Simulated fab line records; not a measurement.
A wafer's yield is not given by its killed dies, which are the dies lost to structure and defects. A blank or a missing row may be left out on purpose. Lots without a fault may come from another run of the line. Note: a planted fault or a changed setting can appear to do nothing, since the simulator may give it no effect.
Matching of chambers ; flow nand-harc ; NHARC_A_STAIRCASE_DEP_322 on pecvd-03 has 3 sister chambers
The step deposits SiO2, target thk 3800 nm. 3 wafers are shown with their chamber, then 8 later ones without.

== WAFERS, EACH WITH ITS CHAMBER ==
wafer;chamber;heater-power-w (W)
L090.2;1;755
L090.6;2;693
L093.4;0;521

== WAFERS MISSING THEIR CHAMBER ==
wafer;heater-power-w (W)
L093.5;628
L093.6;693
L095.1;522
L095.2;722
L095.4;514
L097.1;634
L097.5;609
L097.6;518

== WHICH CHAMBER EACH WENT THROUGH ==
wafer;from the rows above;in truth
L093.5;can't be placed: 2 or 0 or 1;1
L093.6;can't be placed: 2 or 1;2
L095.1;0;0
L095.2;can't be placed: 2 or 1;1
L095.4;0;0
L097.1;can't be placed: 2 or 0 or 1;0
L097.5;can't be placed: 2 or 0 or 1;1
L097.6;0;0
3 of 8 placed correctly. These rows do not allow placing 5 (true chamber among the candidates in 5). 0 placed wrongly.
How it was worked out, from the rows above alone: a wafer's distance from a chamber is the root of the sum, over the readings, of the square of ((its reading less the chamber's mean) divided by the reading's scatter). The wafer belongs to the nearest chamber; if the next one is less than 2 further off, it can't be placed. For every chamber, the mean is computed from those of its wafers that are shown. The scatter: root of mean squared gap, hidden wafer to nearest shown wafer, with one shown wafer a chamber.
